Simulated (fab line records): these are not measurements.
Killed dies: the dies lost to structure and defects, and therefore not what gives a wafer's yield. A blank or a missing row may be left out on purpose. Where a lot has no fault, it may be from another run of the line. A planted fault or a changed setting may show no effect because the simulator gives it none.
fab line records	flow nand-harc
record: lots: 6	wafers: 18	last-day: 32
route steps=1302 shown THIN_TSV@1256 END@1302
lots untouched by any fault: they come from a run of this same line in which no faults occurred
start-h: hours from the record's opening day to when the first of the lot's shown wafers began	wait-h: hours since the lot's step before	" as in the row above	L1.1+2: a single row standing in for several wafers	- no value, or no start given	* or withheld: withheld	< > ~ a bound
route shown NAME@n: names a module that has steps shown in the file, with the first one's number in the route	usual: the fault-free wafers' mean and standard deviation	same: alike in all rows	chamber/n: place in a boat	sites: readings site by site	_std_site: the values' standard deviation	_edge_site: inner sites' mean taken away from outer sites' mean	radius-mm: how far each site lies from the wafer's centre	mask NAME#n: copy n	behind: the most recent tool/chamber to have shaped the wafer	hold: cause of the lot's hold/its duration in hours/its outcome	device: names the non-switching transistor (n, p or np)	end of line: tests of these same wafers at the route's end	a step without rows: its recipe alone	killed: not the wafer's yield, but the dies lost to structure and defects at the first sort	map: per-die view of a wafer (x killed, . not killed, _ where there is no die)
set.NAME: the run value of the setting; set.NAME@STEP: its run value at that earlier step	model.NAME: the simulator's own value behind a step, which no gauge read
lots at some steps of the route; a table a step, a row a wafer
services: from which hour (start-h, from the record's first day; less than 0 if before it) a tool's chamber was out of use, for how many hours, and why
== steps ==
step: NHARC_THIN_TSV_EXPOSE_09
recipe: na: 0.55	dose-mj: 30.7	mask-id: TSV
step: NHARC_THIN_TSV_PEB_10
recipe: peb-temp-c: 118	peb-time-s: 85
step: NHARC_THIN_TSV_DEVELOP_11
recipe: time-s: 70
step: NHARC_THIN_TSV_CD_MEAS_12
recipe: target-cd-nm: 1000	landing-energy-ev: 500
usual: cd-nm: 1000.3/1.8
lot.wafer	tool	chamber	start-h	wait-h	cd-nm
L444.3	cd-sem-01	0	563.05	-	1000.8
L444.5	"	0	"	"	998.5
L444.6	"	0	"	"	996.8
L455.1	cd-sem-02	0	677.06	-	1000.1
L455.2	"	0	"	"	995.6
L455.4	"	0	"	"	1000.5
L458.1	cd-sem-03	0	693.92	-	1000.1
L458.3	"	0	"	"	997.1
L458.4	"	0	"	"	999.4
L461.3	cd-sem-03	0	695.00	-	996.7
L461.5	"	0	"	"	999.5
L461.6	"	0	"	"	998.3
L459.3	cd-sem-01	0	696.35	-	1000.3
L459.5	"	0	"	"	1002.0
L459.6	"	0	"	"	999.8
L464.1	cd-sem-02	0	757.12	-	1000.2
L464.2	"	0	"	"	998.6
L464.4	"	0	"	"	1000.1
step: NHARC_THIN_TSV_HARDBAKE_13
recipe: temp-c: 125	time-s: 80
step: NHARC_THIN_TSV_DESCUM_14
recipe: time-s: 3	o2-flow-sccm: 200	ar-flow-sccm: 0	bias-power-w: 0	chemistry: O2
usual: drypump-motor-current-A: 5.6/0.52	oes-product-au: 0.996/0.0078	rf-vpp-V: 57.8/0.89	showerhead-plenum-p-Torr: 1.91/0.076	throttle-valve-pct: 11.311/0.0084
lot.wafer	tool	chamber	start-h	wait-h	drypump-motor-current-A	oes-product-au	rf-hours-counter-h	rf-vpp-V	showerhead-plenum-p-Torr	throttle-valve-pct
L444.3	rie-diel-04	0	563.22	-	5.8	0.987	0.6	58.3	1.90	11.313
L444.5	"	3	"	"	6.8	0.990	-	57.9	1.98	11.310
L444.6	"	0	"	"	5.8	0.984	-	57.5	1.90	11.302
L455.2	rie-diel-12	0	677.23	-	5.1	0.991	1.5	55.0	1.94	11.298
L455.4	"	1	"	"	5.3	1.010	4.4	59.2	1.94	11.314
L455.1	"	2	"	"	5.0	1.009	4.2	57.8	1.82	11.309
L458.4	rie-diel-13	2	694.08	-	5.1	1.001	8.5	58.7	1.80	11.309
L458.1	"	3	"	"	5.3	1.000	9.0	57.6	1.97	11.323
L458.3	"	0	"	"	6.4	0.984	8.4	57.7	1.84	11.317
L461.3	rie-diel-13	2	695.16	-	5.2	0.993	8.7	57.1	1.80	11.315
L461.5	"	2	"	"	5.2	0.998	-	56.5	1.80	11.290
L461.6	"	3	"	"	5.3	0.997	-	58.3	1.97	11.305
L459.3	rie-diel-04	2	696.51	-	5.7	0.997	6.5	59.7	1.87	11.301
L459.5	"	0	"	"	5.8	0.989	-	58.0	1.90	11.302
L459.6	"	2	"	"	5.7	1.007	-	57.3	1.87	11.303
L464.1	rie-diel-12	0	757.28	-	5.1	0.999	6.5	58.0	1.94	11.309
L464.2	"	2	"	"	5.0	0.998	9.2	56.5	1.82	11.314
L464.4	"	2	"	"	5.0	1.004	-	56.4	1.82	11.314
step: NHARC_THIN_TSV_ETCH_44
recipe: target-depth-a: 15942	time-s: 797.1	cf4-flow-sccm: 150	o2-flow-sccm: 10	ar-flow-sccm: 0	rf-w: 300	bias-w: 800	chemistry: CF4/O2
usual: drypump-motor-current-A: 5.6/0.54	oes-product-au: 0.995/0.0089	rf-vpp-V: 794/4.4	showerhead-plenum-p-Torr: 1.83/0.069	throttle-valve-pct: 16.914/0.0085
lot.wafer	tool	chamber	start-h	wait-h	drypump-motor-current-A	oes-product-au	rf-hours-counter-h	rf-vpp-V	showerhead-plenum-p-Torr	throttle-valve-pct
L444.3	rie-diel-04	0	563.41	0.2	5.8	0.989	0.7	793	1.82	16.927
L444.6	"	2	"	"	5.7	0.976	-	791	1.79	16.917
L444.5	"	3	"	"	6.8	0.993	-	799	1.89	16.913
L455.2	rie-diel-12	1	677.30	0.1	5.3	1.008	4.5	795	1.85	16.914
L455.1	"	2	"	"	5.1	1.008	4.4	789	1.75	16.922
L455.4	"	3	"	"	5.6	1.006	4.2	801	1.96	16.906
L458.4	rie-diel-13	3	694.17	0.1	5.3	0.982	9.1	798	1.88	16.905
L458.3	"	0	"	"	6.4	0.996	8.5	788	1.77	16.917
L458.1	"	2	"	"	5.1	1.000	8.6	788	1.73	16.921
L461.3	rie-diel-13	1	695.41	0.2	5.7	0.994	8.0	797	1.90	16.908
L461.6	"	2	"	"	5.1	0.990	-	788	1.73	16.902
L461.5	"	3	"	"	5.3	0.979	-	798	1.88	16.926
L459.3	rie-diel-04	2	696.60	0.1	5.7	1.001	6.6	791	1.79	16.906
L459.5	"	3	"	"	6.8	0.986	-	798	1.89	16.931
L459.6	"	0	"	"	5.8	0.992	-	793	1.82	16.919
L464.2	rie-diel-12	2	757.38	0.1	5.0	0.992	9.4	790	1.75	16.908
L464.1	"	0	"	"	5.1	0.981	6.6	796	1.85	16.927
L464.4	"	3	"	"	5.5	0.991	-	802	1.96	16.916
step: NHARC_THIN_TSV_ETCH_15
recipe: target-depth-a: 30000	bosch-target-overetch-cycles: 2	bosch-etch-step-s: 2.8	bosch-dep-step-s: 1.2	bosch-cycles: 14
usual: drypump-motor-current-A: 5.9/0.5
lot.wafer	tool	chamber	start-h	wait-h	drypump-motor-current-A	rf-hours-counter-h
L444.3	rie-si-03	1	563.90	-	5.9	0.9
L444.5	"	3	"	"	5.7	-
L444.6	"	0	"	"	6.4	-
L455.4	rie-si-01	2	677.87	-	6.3	0.6
L455.2	"	3	"	"	6.4	0.6
L455.1	"	1	"	"	5.7	0.7
L458.1	rie-si-02	2	694.74	-	4.9	0.5
L458.3	"	3	"	"	5.9	0.3
L458.4	"	1	"	"	5.6	0.5
L461.3	rie-si-03	2	695.83	-	5.6	0.8
L461.5	"	1	"	"	5.9	-
L461.6	"	2	"	"	5.6	-
L459.3	rie-si-01	2	697.29	-	6.3	0.8
L459.6	"	2	"	"	6.3	-
L459.5	"	3	"	"	6.4	-
L464.4	rie-si-01	2	758.08	-	6.3	0.2
L464.1	"	3	"	"	6.4	0.2
L464.2	"	1	"	"	5.7	0.1
step: NHARC_THIN_TSV_CD_MEAS_16
usual: cd-nm: 1000.3/1.9
lot.wafer	tool	chamber	start-h	wait-h	cd-nm
L444.3	cd-sem-01	-	564.02	0.1	1000.7
L444.5	"	-	"	"	999.3
L444.6	"	-	"	"	997.7
L455.1	cd-sem-03	-	678.02	0.1	1001.0
L455.2	"	-	"	"	995.8
L455.4	"	-	"	"	1002.2
L458.1	cd-sem-01	-	694.88	0.1	999.1
L458.3	"	-	"	"	996.6
L458.4	"	-	"	"	999.4
L461.3	cd-sem-02	-	695.96	0.1	997.2
L461.5	"	-	"	"	999.2
L461.6	"	-	"	"	998.2
L459.3	cd-sem-01	-	697.44	0.1	1000.5
L459.5	"	-	"	"	1002.7
L459.6	"	-	"	"	1000.3
L464.1	cd-sem-02	-	758.23	0.1	999.5
L464.2	"	-	"	"	998.2
L464.4	"	-	"	"	1000.0
step: NHARC_THIN_TSV_STRIP_45
recipe: power-w: 1500	temp-c: 250	chemistry: O2
usual: drypump-motor-current-A: 5.57/0.18	heater-power-w: 363/40	rf-refl-power-W: 27/8.7
lot.wafer	tool	chamber	start-h	wait-h	drypump-motor-current-A	heater-power-w	rf-hours-counter-h	rf-refl-power-W
L444.3	plasma-asher-02	0	564.18	0.2	5.65	317	-	14
L444.6	"	0	"	"	5.69	334	-	14
L444.5	"	1	"	"	5.81	365	-	37
L455.2	plasma-asher-01	0	678.09	0.1	5.61	341	25	-
L455.1	"	1	"	"	5.29	425	25	-
L455.4	"	0	"	"	5.58	334	-	-
L458.1	plasma-asher-02	0	694.96	0.1	5.67	316	14	13
L458.3	"	0	"	"	5.67	311	-	14
L458.4	"	1	"	"	5.78	355	-	37
L461.3	plasma-asher-01	1	696.17	0.2	5.29	425	-	29
L461.6	"	0	"	"	5.60	343	-	27
L461.5	"	1	"	"	5.28	425	-	29
L459.3	plasma-asher-01	1	697.62	0.2	5.29	428	-	29
L459.5	"	1	"	"	5.30	420	-	29
L459.6	"	0	"	"	5.61	344	-	26
L464.2	plasma-asher-02	1	758.30	0.1	5.77	353	30	38
L464.1	"	0	"	"	5.73	311	30	14
L464.4	"	1	"	"	5.77	354	-	38
step: NHARC_THIN_TSV_STRIP_46
recipe: time-s: 1200	temp-c: 72.5	chemistry: post-etch-residue-remover
step: NHARC_THIN_TSV_DEP_47
recipe: target-thk-a: 2000	temp-c: withheld	pressure-torr: 6.5	rf-w: 900	teos-flow-sccm: 161.4	flow-sccm: 2650	target-thk-nm: 200	gas: O2	material: SiO2
step: NHARC_THIN_TSV_ETCHBACK_48
recipe: target-depth-a: 10285	over-etch-frac: 0.3	time-s: 405.17	ion-energy-ev: 250	c4f8-flow-sccm: withheld	ar-flow-sccm: withheld	rf-w: 600	bias-w: 300	chemistry: C4F8/Ar
usual: oes-product-au: 0.94/0.032	rf-fwd-power-W: 599.2/1.9	rf-vpp-V: 547.1/3
lot.wafer	tool	chamber	start-h	wait-h	oes-product-au	rf-fwd-power-W	rf-hours-counter-h	rf-vpp-V
L444.3	rie-diel-13	3	565.29	-	0.98	600.3	1.5	549.3
L444.5	"	3	"	"	1.00	605.4	-	550.1
L444.6	"	0	"	"	0.99	597.5	-	544.1
L455.2	rie-diel-12	0	679.32	-	0.96	601.1	1.8	547.3
L455.4	"	1	"	"	0.93	598.3	4.9	547.8
L455.1	"	2	"	"	0.93	598.6	4.7	543.7
L458.4	rie-diel-12	2	696.20	-	1.24	839.3	5.4	543.9
L458.3	"	3	"	"	1.23	834.4	5.2	550.9
L458.1	"	0	"	"	1.23	840.9	2.8	546.9
L461.3	rie-diel-12	2	697.34	-	1.15	839.5	5.6	543.2
L461.6	"	3	"	"	1.14	839.2	-	551.8
L461.5	"	0	"	"	1.16	839.3	-	548.0
L459.3	rie-diel-04	2	698.83	-	0.93	598.6	7.0	545.4
L459.5	"	3	"	"	0.92	600.5	-	548.7
L459.6	"	0	"	"	0.92	600.3	-	547.3
L464.2	rie-diel-04	3	759.51	-	0.99	594.6	2.3	550.0
L464.4	"	1	"	"	0.98	598.0	2.0	546.3
L464.1	"	2	"	"	1.00	599.5	2.8	544.2
step: NHARC_THIN_TSV_STRIP_62
recipe: power-w: 1500	temp-c: 250	time-s: 20	chemistry: N2/H2
usual: drypump-motor-current-A: 5.59/0.18	heater-power-w: 359/41	rf-refl-power-W: 27/8.6
lot.wafer	tool	chamber	start-h	wait-h	drypump-motor-current-A	heater-power-w	rf-hours-counter-h	rf-refl-power-W
L444.3	plasma-asher-02	0	565.69	-	5.70	322	-	-
L444.6	"	0	"	"	5.70	321	-	-
L444.5	"	1	"	"	5.76	361	-	-
L455.2	plasma-asher-01	0	679.65	-	5.57	346	25	-
L455.1	"	1	"	"	5.28	434	25	-
L455.4	"	1	"	"	5.29	413	-	-
L458.1	plasma-asher-02	0	696.53	-	5.70	313	15	14
L458.3	"	0	"	"	5.71	309	-	14
L458.4	"	1	"	"	5.75	355	-	38
L461.3	plasma-asher-01	1	697.85	-	5.29	422	-	29
L461.5	"	1	"	"	5.30	425	-	29
L461.6	"	0	"	"	5.59	340	-	27
L459.3	plasma-asher-01	1	699.15	-	5.31	427	-	29
L459.6	"	0	"	"	5.60	345	-	26
L459.5	"	1	"	"	5.31	416	-	29
L464.2	plasma-asher-02	0	759.86	-	5.70	309	31	14
L464.1	"	1	"	"	5.74	348	31	38
L464.4	"	0	"	"	5.68	309	-	14
step: NHARC_END_SORT_01
recipe: temp-c: 25
usual: defect-limited-yield: 91.0/2.6	killed-at-array: 57/17	killed-at-other: 0.5/0.82	killed-at-periphery: 4.0/2.8	killed-dies: 61/18	killed-open: 2.9/2	killed-short: 2.3/1.7
same: gross-dies: 677
lot.wafer	tool	chamber	start-h	wait-h	defect-limited-yield[%]	killed-at-array	killed-at-other	killed-at-periphery	killed-dies	killed-open	killed-short
L444.3	prober-01	0	578.75	3.1	92.8	45	0	4	49	6	1
L444.5	prober-01	0	580.33	3.7	92.6	47	0	3	50	5	4
L444.6	prober-01	0	581.12	4.0	92.5	44	0	7	51	4	1
L455.1	prober-02	0	694.44	2.5	93.6	41	0	2	43	2	2
L455.2	prober-02	0	695.22	2.8	90.7	56	0	7	63	4	4
L455.4	prober-02	0	696.79	3.4	92.9	43	0	5	48	4	0
L458.1	prober-02	0	710.15	2.5	91.9	52	0	3	55	5	0
L458.3	prober-02	0	711.73	3.1	92.6	48	0	2	50	1	0
L458.4	prober-02	0	712.53	3.4	94.5	32	1	4	37	3	2
L459.3	prober-01	0	711.75	3.1	91.3	55	0	4	59	9	2
L459.5	prober-01	0	713.37	3.7	93.8	41	0	1	42	4	2
L459.6	prober-01	0	714.18	4.1	92.6	49	0	1	50	6	2
L461.3	prober-02	0	719.50	3.1	86.3	84	1	8	93	1	2
L461.5	prober-02	0	721.08	3.7	86.3	88	0	5	93	4	1
L461.6	prober-02	0	721.88	4.0	89.8	64	0	5	69	1	3
L464.1	prober-01	0	772.53	2.5	93.5	43	0	1	44	1	2
L464.2	prober-01	0	773.35	2.8	92.2	47	1	5	53	0	2
L464.4	prober-01	0	774.98	3.5	91.7	56	0	0	56	2	0
killed by level:class
L444.3 A_SLIT:chamber-film-flake=28 A_CHANNEL_HOLE_D2:chamber-film-flake=6 A_CHANNEL_FILL_D1:chamber-film-flake=2 P_GATE:geometric-particle:open=1 P_CONTACT:geometric-particle:open=1 A_ONON_D1:geometric-particle:short=1 A_CHANNEL_FILL_D2:geometric-particle:open=1 A_WL_FILL:geometric-particle:open=1
L444.5 A_SLIT:chamber-film-flake=30 A_CHANNEL_HOLE_D2:chamber-film-flake=6 A_CHANNEL_FILL_D1:geometric-particle:short=3 A_CONTACT:chamber-film-flake=2 P_GATE:geometric-particle:open=1 P_M0:geometric-particle:open=1 A_DECK1_JOINT:geometric-particle:open=1 A_ONON_D2:geometric-particle:open=1
L444.6 A_SLIT:chamber-film-flake=26 A_CHANNEL_HOLE_D2:chamber-film-flake=7 A_WL_FILL:chamber-film-flake=3 P_CONTACT:geometric-particle:open=2 P_ZERO_WELL:chamber-film-flake=2 A_CONTACT:chamber-film-flake=2 A_ONON_D2:geometric-particle:short=1 A_CONTACT:geometric-particle:open=1
L455.1 A_SLIT:chamber-film-flake=27 A_WL_FILL:chamber-film-flake=3 A_CHANNEL_HOLE_D1:chamber-film-flake=2 A_CHANNEL_HOLE_D2:chamber-film-flake=2 A_CONTACT:chamber-film-flake=2 A_SOURCE_PLATE:geometric-particle:open=1 A_CHANNEL_FILL_D2:geometric-particle:short=1 A_BLC:geometric-particle:open=1
L455.2 A_SLIT:chamber-film-flake=36 A_WL_FILL:chamber-film-flake=5 P_CONTACT:chamber-film-flake=3 A_CONTACT:chamber-film-flake=3 A_CHANNEL_FILL_D1:geometric-particle:open=2 P_STI:chamber-film-flake=2 A_CHANNEL_HOLE_D1:chamber-film-flake=2 P_M1:geometric-particle:short=1
L455.4 A_SLIT:chamber-film-flake=30 A_CHANNEL_HOLE_D1:chamber-film-flake=5 A_CONTACT:chamber-film-flake=3 P_M0:geometric-particle:open=2 A_CHANNEL_FILL_D1:geometric-particle:open=2 P_ZERO_WELL:chamber-film-flake=1 P_STI:chamber-film-flake=1 P_CONTACT:chamber-film-flake=1
L458.1 A_CHANNEL_HOLE_D1:chamber-film-flake=35 A_SLIT:chamber-film-flake=4 A_M0:chamber-film-flake=3 A_CONTACT:chamber-film-flake=2 P_CONTACT:geometric-particle:open=1 A_CHANNEL_FILL_D2:geometric-particle:open=1 A_WL_FILL:geometric-particle:open=1 A_CONTACT:geometric-particle:open=1
L458.3 A_CHANNEL_HOLE_D1:chamber-film-flake=38 A_M0:chamber-film-flake=4 A_SLIT:chamber-film-flake=2 A_ONON_D1:geometric-particle:open=1 P_STI:chamber-film-flake=1 P_BONDPAD:chamber-film-flake=1 A_CHANNEL_HOLE_D2:chamber-film-flake=1 A_STAIRCASE:chamber-film-flake=1
L459.3 A_CHANNEL_HOLE_D2:chamber-film-flake=22 A_CHANNEL_HOLE_D1:chamber-film-flake=15 A_SLIT:chamber-film-flake=4 A_CHANNEL_FILL_D1:chamber-film-flake=3 P_M1:geometric-particle:open=2 A_DECK1_JOINT:geometric-particle:open=2 A_M1:geometric-particle:open=2 A_CONTACT:chamber-film-flake=2
L458.4 A_CHANNEL_HOLE_D1:chamber-film-flake=21 A_CONTACT:chamber-film-flake=3 A_CHANNEL_HOLE_D2:chamber-film-flake=2 P_STI:geometric-particle:short=1 P_CONTACT:geometric-particle:open=1 A_CHANNEL_FILL_D1:geometric-particle:short=1 A_ONON_D2:geometric-particle:open=1 A_M0:geometric-particle:open=1
L459.5 A_CHANNEL_HOLE_D2:chamber-film-flake=21 A_CHANNEL_HOLE_D1:chamber-film-flake=4 A_CHANNEL_FILL_D2:chamber-film-flake=3 A_SLIT:chamber-film-flake=2 A_CONTACT:chamber-film-flake=2 A_ONON_D1:geometric-particle:open=1 A_CHANNEL_FILL_D1:geometric-particle:short=1 A_ONON_D2:geometric-particle:open=1
L459.6 A_CHANNEL_HOLE_D2:chamber-film-flake=23 A_CHANNEL_HOLE_D1:chamber-film-flake=5 A_CHANNEL_FILL_D1:chamber-film-flake=4 A_CONTACT:chamber-film-flake=4 A_SLIT:chamber-film-flake=3 A_ONON_D1:geometric-particle:open=1 A_CHANNEL_HOLE_D1:geometric-particle:open=1 A_CHANNEL_FILL_D1:geometric-particle:open=1
L461.3 A_SLIT:chamber-film-flake=29 A_CHANNEL_HOLE_D2:chamber-film-flake=24 A_CHANNEL_HOLE_D1:chamber-film-flake=18 P_GATE:chamber-film-flake=8 A_CONTACT:chamber-film-flake=4 A_CHANNEL_FILL_D1:chamber-film-flake=2 A_STAIRCASE:chamber-film-flake=2 A_CHANNEL_HOLE_D1:geometric-particle:short=1
L461.5 A_CHANNEL_HOLE_D1:chamber-film-flake=33 A_SLIT:chamber-film-flake=29 A_CHANNEL_HOLE_D2:chamber-film-flake=13 A_CONTACT:chamber-film-flake=7 P_GATE:chamber-film-flake=3 P_CONTACT:geometric-particle:open=1 A_ONON_D2:geometric-particle:open=1 A_ONON_D2:geometric-particle:short=1
L461.6 A_SLIT:chamber-film-flake=30 A_CHANNEL_HOLE_D1:chamber-film-flake=14 A_CHANNEL_HOLE_D2:chamber-film-flake=8 A_STAIRCASE:chamber-film-flake=4 A_CONTACT:chamber-film-flake=4 A_CHANNEL_FILL_D1:geometric-particle:short=2 P_GATE:chamber-film-flake=2 P_M1:chamber-film-flake=2
L464.1 A_SLIT:chamber-film-flake=28 A_CHANNEL_HOLE_D1:chamber-film-flake=7 A_CHANNEL_HOLE_D2:chamber-film-flake=3 P_CONTACT:geometric-particle:open=1 A_CHANNEL_HOLE_D1:geometric-particle:short=1 A_WL_FILL:geometric-particle:short=1 A_ZERO_WELL:chamber-film-flake=1 A_STAIRCASE:chamber-film-flake=1
L464.2 A_SLIT:chamber-film-flake=27 A_CHANNEL_HOLE_D1:chamber-film-flake=8 A_CHANNEL_HOLE_D2:chamber-film-flake=3 A_STAIRCASE:chamber-film-flake=3 P_ZERO_WELL:chamber-film-flake=2 A_CHANNEL_FILL_D1:chamber-film-flake=2 A_CONTACT:chamber-film-flake=2 P_M2:geometric-particle:short=1
L464.4 A_SLIT:chamber-film-flake=27 A_CHANNEL_HOLE_D1:chamber-film-flake=17 A_STAIRCASE:chamber-film-flake=4 A_CHANNEL_HOLE_D2:chamber-film-flake=2 A_CONTACT:chamber-film-flake=2 A_CHANNEL_FILL_D1:geometric-particle:open=1 A_M0:geometric-particle:open=1 A_CHANNEL_FILL_D1:chamber-film-flake=1
== services ==
tool	chamber	start-h	hours	kind
rie-si-01	-	547.00	9.0	pm
plasma-asher-01	-	566.62	9.0	pm
rie-diel-12	0	572.92	12.8	repair
rie-si-03	-	575.00	9.0	pm
plasma-asher-02	-	603.34	9.0	pm
rie-diel-04	3	608.83	6.3	repair
rie-diel-12	1	613.53	6.3	repair
plasma-asher-02	-	614.36	12.3	repair
rie-diel-13	1	615.49	1.7	repair
rie-diel-12	-	622.40	9.0	pm
rie-si-03	1	622.96	2.5	repair
rie-si-03	0	626.17	13.1	repair
rie-diel-12	0	644.48	7.1	repair
rie-diel-12	0	655.92	9.8	repair
rie-diel-04	1	694.28	2.6	repair
rie-diel-13	-	696.00	9.0	pm
rie-diel-04	-	708.90	9.0	pm
plasma-asher-01	-	711.81	8.0	repair
rie-diel-12	1	716.41	44.4	repair
rie-diel-12	3	723.96	6.9	repair
rie-si-01	-	724.00	9.0	pm
rie-diel-12	-	727.28	1.3	repair
rie-diel-04	2	742.29	6.2	repair
plasma-asher-01	-	743.62	9.0	pm
== key ==
first-sign: step: NHARC_THIN_TSV_ETCHBACK_48	reading: rf-fwd-power-W	direction: up	sigmas: 99+	usual: *	struck: *
effect: step: NHARC_THIN_TSV_ETCHBACK_48	reading: oes-product-au	direction: up	sigmas: 7.9	usual: 0.94	struck: 1.19
met-at NHARC_THIN_TSV_ETCHBACK_48
struck-wafers L458.1,L458.3,L458.4,L461.3,L461.5,L461.6
onset-between 679.32 696.20
fault: kind: process-parameter-drift	tool: rie-diel-12	chamber: -	onset-h: 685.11	steps: NHARC_THIN_TSV_ETCHBACK_48	channel: rf-w	offset: *	shape: step	end-h: 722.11	acts-in: *	stated: *
